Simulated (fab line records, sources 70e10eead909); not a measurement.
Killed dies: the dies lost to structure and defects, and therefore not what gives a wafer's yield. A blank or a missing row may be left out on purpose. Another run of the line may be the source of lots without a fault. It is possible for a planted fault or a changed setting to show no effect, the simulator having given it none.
Matching of chambers ; flow nandHarc ; NHARC_A_BLC_CMP_25 on cmp-01 has 4 sister chambers
The step polishes, t overpolish 30 s, target thk 150 nm. 4 wafers are shown with their chamber, then 7 later ones without.

EACH WAFER AND ITS CHAMBER
wafer;chamber;motorCurrentA (A)
L084.2;0;13.4
L084.3;3;12.8
L087.1;2;11.7
L087.2;1;12.4

WAFERS MISSING THEIR CHAMBER
wafer;motorCurrentA (A)
L087.6;12.2
L091.1;11.9
L091.4;12.6
L091.5;12.6
L094.2;11.7
L094.4;12.6
L094.5;13.6

WHICH CHAMBER EACH WENT THROUGH
wafer;from the rows above;in truth
L087.6;can't be placed: 1 or 2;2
L091.1;can't be placed: 2 or 1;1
L091.4;can't be placed: 1 or 3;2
L091.5;can't be placed: 1 or 3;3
L094.2;2;2
L094.4;can't be placed: 1 or 3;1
L094.5;0;0
Placed correctly: 2 of 7. From these rows, 5 cannot be placed; in 4 the true chamber is one of the candidates. Number placed wrongly: 0.
How it was worked out, from the rows above alone: a wafer's distance from a chamber is the root of the sum, over the readings, of the square of ((its reading less the chamber's mean) divided by the reading's scatter). The wafer belongs to the nearest chamber; if the next one is less than 2 further off, it can't be placed. The mean given for a chamber averages the wafers shown for that chamber. The scatter: with one shown wafer a chamber, the root of the mean of the squares of how far each hidden wafer lies from its nearest shown one.
